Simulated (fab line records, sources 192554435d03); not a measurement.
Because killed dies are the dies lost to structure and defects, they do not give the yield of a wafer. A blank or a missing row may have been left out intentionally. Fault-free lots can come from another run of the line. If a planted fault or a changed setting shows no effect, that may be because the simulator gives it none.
Commonality check across tools :: flow n5Finfet :: Lots sampled 8, wafers sampled 22

== THE REASON FOR OPENING IT ==
Flagged at N5_FIN_SAQP_OCD_MEAS_76: reading trenchDepthNm, on 2 of 8 lots. Wafers without a fault read 120.6 nm, standard deviation 2.6.
Rule: flag the lot when none of its wafers has a number, or when each of its wafers that has one lies beyond 4 standard deviations from that mean. As for the other lots, they are considered sound.

lot: L519
measured: day 2 03:03
on: ocd-01
trenchDepthNm (nm), wafer by wafer: 122.4 124.1 122.8
flag: 

lot: L522
measured: day 2 20:52
on: ocd-02
trenchDepthNm (nm), wafer by wafer: 121.0 122.1 118.9
flag: 

lot: L523
measured: day 3 02:39
on: ocd-01
trenchDepthNm (nm), wafer by wafer: 123.2 121.1 120.6
flag: 

lot: L528
measured: day 4 08:14
on: ocd-02
trenchDepthNm (nm), wafer by wafer: 118.6 117.9 116.5
flag: 

lot: L532
measured: day 5 08:01
on: ocd-01
trenchDepthNm (nm), wafer by wafer: 0.5 0 0.1
flag: FLAGGED

lot: L533
measured: day 5 15:06
on: ocd-02
trenchDepthNm (nm), wafer by wafer: 0 0 0
flag: FLAGGED

lot: L536
measured: day 6 09:35
on: ocd-01
trenchDepthNm (nm), wafer by wafer: 123.1 117.0
flag: 

lot: L542
measured: day 7 23:12
on: ocd-02
trenchDepthNm (nm), wafer by wafer: 122.4 125.2
flag: 
The numbers of the flagged lots are 0.1 nm on average: -120.5 nm against the usual, or -46 standard deviations.

== WHICH TOOL RAN EACH LOT ==
Before the reading, the record contains 5 process steps out of a 1938-step route. Cell contents, in order: the tool; ch with the chambers the sampled wafers went through; the start.
lot: L519
flag: 
N5_FIN_SAQP_ETCH_57: rieDiel-05 ch 0,1,2, day 2 01:00
N5_FIN_SAQP_HM_OPEN_33: rieDiel-04 ch 2,3, day 2 02:33
N5_FIN_SAQP_ETCH_34: rieDiel-04 ch 2,3, day 2 02:37
N5_FIN_SAQP_HM_CD_35: cdSem-03, day 2 02:46
N5_FIN_SAQP_FIN_ETCH_36: rieSi-04 ch 0,1, day 2 02:50

lot: L522
flag: 
N5_FIN_SAQP_ETCH_57: rieDiel-04 ch 0,1,2, day 2 18:40
N5_FIN_SAQP_HM_OPEN_33: rieDiel-06 ch 0,2,3, day 2 20:22
N5_FIN_SAQP_ETCH_34: rieDiel-06 ch 0,2,3, day 2 20:26
N5_FIN_SAQP_HM_CD_35: cdSem-02, day 2 20:35
N5_FIN_SAQP_FIN_ETCH_36: rieSi-04 ch 0,1,3, day 2 20:40

lot: L523
flag: 
N5_FIN_SAQP_ETCH_57: rieDiel-06 ch 1,3, day 3 00:34
N5_FIN_SAQP_HM_OPEN_33: rieDiel-05 ch 0,2, day 3 02:08
N5_FIN_SAQP_ETCH_34: rieDiel-05 ch 0,2, day 3 02:13
N5_FIN_SAQP_HM_CD_35: cdSem-01, day 3 02:22
N5_FIN_SAQP_FIN_ETCH_36: rieSi-04 ch 0,3, day 3 02:26

lot: L528
flag: 
N5_FIN_SAQP_ETCH_57: rieDiel-06 ch 1,2, day 4 06:10
N5_FIN_SAQP_HM_OPEN_33: rieDiel-04 ch 0,2, day 4 07:44
N5_FIN_SAQP_ETCH_34: rieDiel-04 ch 0,2, day 4 07:48
N5_FIN_SAQP_HM_CD_35: cdSem-02, day 4 07:57
N5_FIN_SAQP_FIN_ETCH_36: rieSi-05 ch 0,2,3, day 4 08:01

lot: L532
flag: FLAGGED
N5_FIN_SAQP_ETCH_57: rieDiel-06 ch 0,1,2, day 5 05:51
N5_FIN_SAQP_HM_OPEN_33: rieDiel-05 ch 0,1,3, day 5 07:31
N5_FIN_SAQP_ETCH_34: rieDiel-05 ch 0,1,3, day 5 07:35
N5_FIN_SAQP_HM_CD_35: cdSem-02, day 5 07:44
N5_FIN_SAQP_FIN_ETCH_36: rieSi-04 ch 1,2,3, day 5 07:48

lot: L533
flag: FLAGGED
N5_FIN_SAQP_ETCH_57: rieDiel-04 ch 0,2, day 5 12:42
N5_FIN_SAQP_HM_OPEN_33: rieDiel-04 ch 0,2,3, day 5 14:36
N5_FIN_SAQP_ETCH_34: rieDiel-04 ch 0,2,3, day 5 14:40
N5_FIN_SAQP_HM_CD_35: cdSem-03, day 5 14:49
N5_FIN_SAQP_FIN_ETCH_36: rieSi-04 ch 0,1,2, day 5 14:53

lot: L536
flag: 
N5_FIN_SAQP_ETCH_57: rieDiel-06 ch 1,2, day 6 07:32
N5_FIN_SAQP_HM_OPEN_33: rieDiel-06 ch 0,1, day 6 09:05
N5_FIN_SAQP_ETCH_34: rieDiel-06 ch 0,1, day 6 09:10
N5_FIN_SAQP_HM_CD_35: cdSem-01, day 6 09:19
N5_FIN_SAQP_FIN_ETCH_36: rieSi-05 ch 1,2, day 6 09:22

lot: L542
flag: 
N5_FIN_SAQP_ETCH_57: rieDiel-04 ch 1,3, day 7 20:55
N5_FIN_SAQP_HM_OPEN_33: rieDiel-05 ch 1,2, day 7 22:40
N5_FIN_SAQP_ETCH_34: rieDiel-05 ch 1,2, day 7 22:44
N5_FIN_SAQP_HM_CD_35: cdSem-01, day 7 22:53
N5_FIN_SAQP_FIN_ETCH_36: rieSi-04 ch 0,1, day 7 22:56
What these steps do:
- N5_FIN_SAQP_ETCH_57: etches SiNx in CH3F/O2, target depth 32.5 nm, time 46.4 s.
- N5_FIN_SAQP_HM_OPEN_33: chemistry CH3F/O2, target SiNx, target depth 49.4 nm, time 70.6 s.
- N5_FIN_SAQP_ETCH_34: etches SiO2 in C4F6/O2, target depth 45 nm, time 15 s.
- N5_FIN_SAQP_HM_CD_35: target cd 8 nm.
- N5_FIN_SAQP_FIN_ETCH_36: etches the open film in HBr/Cl2/O2, target depth 120 nm, time 50.4 s.
- N5_FIN_SAQP_OCD_MEAS_76

== FLAGGED OVER TOTAL, TOOL BY TOOL (the gauges that took the reading come last) ==
step: N5_FIN_SAQP_ETCH_57
tool: rieDiel-04
lots run: 3
flagged: 1
share of the flagged lots: some
sound lots run after its first flagged lot: 1 (L542)

step: N5_FIN_SAQP_ETCH_57
tool: rieDiel-05
lots run: 1
flagged: 0
share of the flagged lots: none
sound lots run after its first flagged lot: -

step: N5_FIN_SAQP_ETCH_57
tool: rieDiel-06
lots run: 4
flagged: 1
share of the flagged lots: some
sound lots run after its first flagged lot: 1 (L536)

step: N5_FIN_SAQP_HM_OPEN_33
tool: rieDiel-04
lots run: 3
flagged: 1
share of the flagged lots: some
sound lots run after its first flagged lot: 0

step: N5_FIN_SAQP_HM_OPEN_33
tool: rieDiel-05
lots run: 3
flagged: 1
share of the flagged lots: some
sound lots run after its first flagged lot: 1 (L542)

step: N5_FIN_SAQP_HM_OPEN_33
tool: rieDiel-06
lots run: 2
flagged: 0
share of the flagged lots: none
sound lots run after its first flagged lot: -

step: N5_FIN_SAQP_ETCH_34
tool: rieDiel-04
lots run: 3
flagged: 1
share of the flagged lots: some
sound lots run after its first flagged lot: 0

step: N5_FIN_SAQP_ETCH_34
tool: rieDiel-05
lots run: 3
flagged: 1
share of the flagged lots: some
sound lots run after its first flagged lot: 1 (L542)

step: N5_FIN_SAQP_ETCH_34
tool: rieDiel-06
lots run: 2
flagged: 0
share of the flagged lots: none
sound lots run after its first flagged lot: -

step: N5_FIN_SAQP_HM_CD_35
tool: cdSem-01
lots run: 3
flagged: 0
share of the flagged lots: none
sound lots run after its first flagged lot: -

step: N5_FIN_SAQP_HM_CD_35
tool: cdSem-02
lots run: 3
flagged: 1
share of the flagged lots: some
sound lots run after its first flagged lot: 0

step: N5_FIN_SAQP_HM_CD_35
tool: cdSem-03
lots run: 2
flagged: 1
share of the flagged lots: some
sound lots run after its first flagged lot: 0

step: N5_FIN_SAQP_FIN_ETCH_36
tool: rieSi-04
lots run: 6
flagged: 2
share of the flagged lots: all
sound lots run after its first flagged lot: 1 (L542)

step: N5_FIN_SAQP_FIN_ETCH_36
tool: rieSi-05
lots run: 2
flagged: 0
share of the flagged lots: none
sound lots run after its first flagged lot: -

step: N5_FIN_SAQP_OCD_MEAS_76
tool: ocd-01
lots run: 4
flagged: 1
share of the flagged lots: some
sound lots run after its first flagged lot: 1 (L536)

step: N5_FIN_SAQP_OCD_MEAS_76
tool: ocd-02
lots run: 4
flagged: 1
share of the flagged lots: some
sound lots run after its first flagged lot: 1 (L542)

== WHAT THE TABLE ALLOWS ==
1 row of the table ran every flagged lot: rieSi-04 at N5_FIN_SAQP_FIN_ETCH_36.
- rieSi-04 at N5_FIN_SAQP_FIN_ETCH_36 ran 6 lots, 2 of them flagged. After the first flagged lot (L542), sound lots still ran on it; a lasting fault on the whole tool would not permit that.
No row of the table ran every flagged lot and no sound lot after the first.

== WHAT THE SIMULATOR HAD PUT IN ==
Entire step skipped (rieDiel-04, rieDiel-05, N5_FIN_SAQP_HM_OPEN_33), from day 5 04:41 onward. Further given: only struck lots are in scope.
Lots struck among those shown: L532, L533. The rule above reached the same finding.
